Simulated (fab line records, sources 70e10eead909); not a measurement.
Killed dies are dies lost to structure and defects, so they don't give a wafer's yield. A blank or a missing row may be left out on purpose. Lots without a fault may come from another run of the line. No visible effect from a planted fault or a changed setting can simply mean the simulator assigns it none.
Which tool is to blame? + flow nand-harc + 11 lots with 33 wafers sampled at 4 steps, on a route of 1159 steps

## WHAT THE GAUGES READ, wafer by wafer
The record lacks any reading of a measuring or inspecting step that a usual standard deviation could be used to judge.

## TOOL THAT RAN EACH LOT (tool first, then ch and the chambers of the sampled wafers, then the start)
| lot  | NHARC_P_ZERO_WELL_DESCUM_13       | NHARC_P_ZERO_WELL_PEB_22         | NHARC_P_ZERO_WELL_DESCUM_26       | NHARC_P_GATE_ETCH_104             |
|------|-----------------------------------|----------------------------------|-----------------------------------|-----------------------------------|
| L167 | rie-diel-07 ch 1,2,3, day 1 13:25 | litho-track-03 ch 0, day 1 14:29 | rie-diel-07 ch 0,3, day 1 14:45   | rie-diel-05 ch 0,1,3, day 4 14:35 |
| L168 | rie-diel-04 ch 0,1,2, day 1 19:30 | litho-track-03 ch 0, day 1 20:36 | rie-diel-10 ch 0,2,3, day 1 20:51 | rie-diel-06 ch 0,1,3, day 4 21:26 |
| L174 | rie-diel-04 ch 0,2,3, day 3 07:25 | litho-track-03 ch 0, day 3 08:22 | rie-diel-04 ch 0,1,2, day 3 08:39 | rie-diel-06 ch 2,3, day 6 13:11   |
| L175 | rie-diel-04 ch 1,2, day 3 13:19   | litho-track-03 ch 0, day 3 14:25 | rie-diel-10 ch 0,1,2, day 3 14:41 | rie-diel-13 ch 1,2, day 6 12:48   |
| L176 | rie-diel-04 ch 0,1,3, day 3 19:40 | litho-track-03 ch 0, day 3 20:44 | rie-diel-07 ch 2,3, day 3 20:59   | rie-diel-05 ch 0,1,2, day 7 04:33 |
| L177 | rie-diel-07 ch 0,1,3, day 4 01:17 | litho-track-03 ch 0, day 4 02:22 | rie-diel-04 ch 0,1,2, day 4 02:38 | rie-diel-13 ch 0,2, day 7 09:27   |
| L185 | rie-diel-10 ch 1,2, day 6 01:31   | litho-track-05 ch 0, day 6 02:37 | rie-diel-10 ch 0,1,2, day 6 02:53 | rie-diel-13 ch 0,1, day 9 12:31   |
| L186 | rie-diel-07 ch 1,2,3, day 6 07:24 | litho-track-07 ch 0, day 6 08:29 | rie-diel-10 ch 0,1,3, day 6 08:44 | rie-diel-06 ch 0,1,2, day 9 12:17 |
| L188 | rie-diel-04 ch 0,1, day 6 19:24   | litho-track-07 ch 0, day 6 20:29 | rie-diel-04 ch 0,1,2, day 6 20:46 | rie-diel-13 ch 0,2, day 9 18:16   |
| L189 | rie-diel-10 ch 0,1, day 7 01:17   | litho-track-05 ch 0, day 7 02:41 | rie-diel-07 ch 0,2,3, day 7 02:58 | rie-diel-05 ch 0,3, day 10 05:05  |
| L190 | rie-diel-10 ch 2,3, day 7 07:17   | litho-track-05 ch 0, day 7 08:23 | rie-diel-04 ch 0,1, day 7 08:38   | rie-diel-13 ch 0,2, day 10 05:07  |
- NHARC_P_ZERO_WELL_DESCUM_13: chemistry O2, time 3 s.
- NHARC_P_ZERO_WELL_PEB_22: peb time 85 s.
- NHARC_P_ZERO_WELL_DESCUM_26: chemistry O2, time 3 s.
- NHARC_P_GATE_ETCH_104: etches the open film in CF4/CHF3, target depth 60 nm.

## WHAT THE TOOLS THEMSELVES READ (means of the sampled wafers that have a number; where no wafer has one, the mark that the record gives instead)
NHARC_P_ZERO_WELL_DESCUM_13. Usual: chamber-pressure-mTorr 60.02 mTorr, standard deviation 0.2; drypump-motor-current-A 5.6 A, standard deviation 0.41; oes-product-au 1.000 a.u., standard deviation 0.0075; rf-vpp-V 57.8 V, standard deviation 0.9; showerhead-plenum-p-Torr 1.92 Torr, standard deviation 0.096; throttle-valve-pct 11.310 %, standard deviation 0.009.
| lot  | tool        | chamber-pressure-mTorr (mTorr) | drypump-motor-current-A (A) | oes-product-au (a.u.) | rf-vpp-V (V) | showerhead-plenum-p-Torr (Torr) | throttle-valve-pct (%) | flag |
|------|-------------|--------------------------------|-----------------------------|-----------------------|--------------|---------------------------------|------------------------|------|
| L167 | rie-diel-07 | 60.00                          | 5.3                         | 0.997                 | 58.0         | 1.92                            | 11.320                 |      |
| L168 | rie-diel-04 | 59.98                          | 5.8                         | 0.997                 | 57.3         | 1.99                            | 11.312                 |      |
| L174 | rie-diel-04 | 59.94                          | 6.2                         | 1.004                 | 58.2         | 1.93                            | 11.306                 |      |
| L175 | rie-diel-04 | 59.98                          | 5.7                         | 1.005                 | 58.0         | 1.97                            | 11.311                 |      |
| L176 | rie-diel-04 | 59.99                          | 5.8                         | 0.995                 | 58.6         | 1.97                            | 11.310                 |      |
| L177 | rie-diel-07 | 59.97                          | 5.4                         | 0.998                 | 57.7         | 1.91                            | 11.309                 |      |
| L185 | rie-diel-10 | 60.05                          | 5.7                         | 1.008                 | 58.2         | 1.97                            | 11.299                 |      |
| L186 | rie-diel-07 | 59.98                          | 5.3                         | 1.000                 | 57.9         | 1.92                            | 11.322                 |      |
| L188 | rie-diel-04 | 59.93                          | 5.5                         | 0.998                 | 58.6         | 2.03                            | 11.310                 |      |
| L189 | rie-diel-10 | 59.99                          | 5.7                         | 0.995                 | 58.9         | 1.96                            | 11.302                 |      |
| L190 | rie-diel-10 | 59.97                          | 5.6                         | 1.004                 | 57.5         | 1.93                            | 11.307                 |      |

NHARC_P_ZERO_WELL_PEB_22. Usual: heater-power-total-W 163.97 W, standard deviation 0.27; plate-temp-C 117.98 C, standard deviation 0.14.
| lot  | tool           | heater-power-total-W (W) | plate-temp-C (C) | flag |
|------|----------------|--------------------------|------------------|------|
| L167 | litho-track-03 | 164.07                   | 117.96           |      |
| L168 | litho-track-03 | 164.08                   | 117.75           |      |
| L174 | litho-track-03 | 163.87                   | 117.83           |      |
| L175 | litho-track-03 | 168.80                   | 120.53           | OFF  |
| L176 | litho-track-03 | 169.15                   | 120.42           | OFF  |
| L177 | litho-track-03 | 168.45                   | 120.54           | OFF  |
| L185 | litho-track-05 | 163.82                   | 118.05           |      |
| L186 | litho-track-07 | 163.83                   | 118.01           |      |
| L188 | litho-track-07 | 164.13                   | 117.84           |      |
| L189 | litho-track-05 | 164.10                   | 117.96           |      |
| L190 | litho-track-05 | 164.09                   | 117.94           |      |

NHARC_P_ZERO_WELL_DESCUM_26. Usual: chamber-pressure-mTorr 60.01 mTorr, standard deviation 0.058; drypump-motor-current-A 5.7 A, standard deviation 0.38; oes-product-au 1.002 a.u., standard deviation 0.0079; rf-vpp-V 57.8 V, standard deviation 0.92; showerhead-plenum-p-Torr 1.93 Torr, standard deviation 0.1; throttle-valve-pct 11.312 %, standard deviation 0.0084.
| lot  | tool        | chamber-pressure-mTorr (mTorr) | drypump-motor-current-A (A) | oes-product-au (a.u.) | rf-vpp-V (V) | showerhead-plenum-p-Torr (Torr) | throttle-valve-pct (%) | flag |
|------|-------------|--------------------------------|-----------------------------|-----------------------|--------------|---------------------------------|------------------------|------|
| L167 | rie-diel-07 | 59.97                          | 5.4                         | 0.989                 | 58.9         | 1.97                            | 11.301                 |      |
| L168 | rie-diel-10 | 59.99                          | 5.6                         | 1.010                 | 58.2         | 2.00                            | 11.313                 |      |
| L174 | rie-diel-04 | 60.02                          | 5.8                         | 1.007                 | 57.3         | 1.99                            | 11.314                 |      |
| L175 | rie-diel-10 | 60.01                          | 5.7                         | 1.008                 | 58.2         | 1.97                            | 11.301                 |      |
| L176 | rie-diel-07 | 60.00                          | 5.4                         | 0.998                 | 58.0         | 1.93                            | 11.323                 |      |
| L177 | rie-diel-04 | 60.00                          | 5.8                         | 1.000                 | 58.4         | 1.99                            | 11.316                 |      |
| L185 | rie-diel-10 | 59.94                          | 5.7                         | 0.999                 | 58.6         | 1.97                            | 11.321                 |      |
| L186 | rie-diel-10 | 60.00                          | 5.7                         | 1.000                 | 57.5         | 1.90                            | 11.316                 |      |
| L188 | rie-diel-04 | 59.97                          | 5.8                         | 0.997                 | 58.2         | 1.99                            | 11.317                 |      |
| L189 | rie-diel-07 | 60.04                          | 5.6                         | 1.001                 | 57.7         | 1.92                            | 11.309                 |      |
| L190 | rie-diel-04 | 59.99                          | 5.6                         | 1.001                 | 57.8         | 2.04                            | 11.310                 |      |

NHARC_P_GATE_ETCH_104. Usual: chamber-pressure-mTorr 24.999 mTorr, standard deviation 0.023; drypump-motor-current-A 5.8 A, standard deviation 0.48; oes-product-au 0.938 a.u., standard deviation 0.017; rf-vpp-V 371.2 V, standard deviation 2.5; showerhead-plenum-p-Torr 1.59 Torr, standard deviation 0.071; throttle-valve-pct 16.802 %, standard deviation 0.0094.
| lot  | tool        | chamber-pressure-mTorr (mTorr) | drypump-motor-current-A (A) | oes-product-au (a.u.) | rf-vpp-V (V) | showerhead-plenum-p-Torr (Torr) | throttle-valve-pct (%) | flag |
|------|-------------|--------------------------------|-----------------------------|-----------------------|--------------|---------------------------------|------------------------|------|
| L167 | rie-diel-05 | 25.009                         | 6.1                         | 0.968                 | 372.8        | 1.66                            | 16.803                 |      |
| L168 | rie-diel-06 | 25.014                         | 5.8                         | 0.925                 | 370.2        | 1.57                            | 16.795                 |      |
| L174 | rie-diel-06 | 25.016                         | 6.1                         | 0.953                 | 374.0        | 1.66                            | 16.807                 |      |
| L175 | rie-diel-13 | 25.027                         | 6.1                         | 0.936                 | 371.2        | 1.57                            | 16.803                 |      |
| L176 | rie-diel-05 | 24.989                         | 5.9                         | 0.975                 | 373.0        | 1.65                            | 16.803                 |      |
| L177 | rie-diel-13 | 25.005                         | 5.9                         | 0.928                 | 368.3        | 1.51                            | 16.800                 |      |
| L185 | rie-diel-13 | 25.003                         | 6.1                         | 0.936                 | 369.4        | 1.52                            | 16.799                 |      |
| L186 | rie-diel-06 | 24.995                         | 5.2                         | 0.940                 | 369.9        | 1.56                            | 16.796                 |      |
| L188 | rie-diel-13 | 25.000                         | 5.9                         | 0.964                 | 368.0        | 1.51                            | 16.805                 |      |
| L189 | rie-diel-05 | 24.992                         | 6.1                         | 0.970                 | 372.9        | 1.65                            | 16.800                 |      |
| L190 | rie-diel-13 | 24.998                         | 5.8                         | 0.924                 | 370.2        | 1.55                            | 16.793                 |      |

## THE ANSWER, worked out from the rows above alone
Rule: lot off if the mean of its wafers having a number is beyond 3 standard deviations from the usual mean. Also off: a lot with no number at a reading for which 4 or more lots have one. Where the step has rows for the other lots, those lots are counted as sound. After the gauges, taken in route order, come the tools' own readings; for these a lot's mean is taken, as printed above. The first step at which some lot is off is used, and at that step the reading that is off furthest; a lot without a number counts as furthest.
Off at NHARC_P_ZERO_WELL_PEB_22 (heater-power-total-W): L175, L176, L177.
A tool fits if, at that step or a process step before it, it ran every lot that is off, and no sound lot after the first of them. One fits: litho-track-03 at NHARC_P_ZERO_WELL_PEB_22. A fault onset in the window from L174 (day 3 08:22, its last sound lot) to L175 (day 3 14:25, its first lot off) fits.
The tool's own readings at NHARC_P_ZERO_WELL_PEB_22 bear it out: on the lots that are off they differ by more than 5 times the standard deviation of the sound lots' means. heater-power-total-W reads 168.80 W there against 164.00 W on the sound lots; plate-temp-C reads 120.50 C there against 117.92 C on the sound lots.

## WHAT WAS PUT IN BY THE SIMULATOR
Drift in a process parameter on litho-track-03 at NHARC_P_ZERO_WELL_PEB_22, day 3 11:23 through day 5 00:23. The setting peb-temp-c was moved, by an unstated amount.
Lots struck among those shown: L175, L176, L177. The rule above reached the same finding.
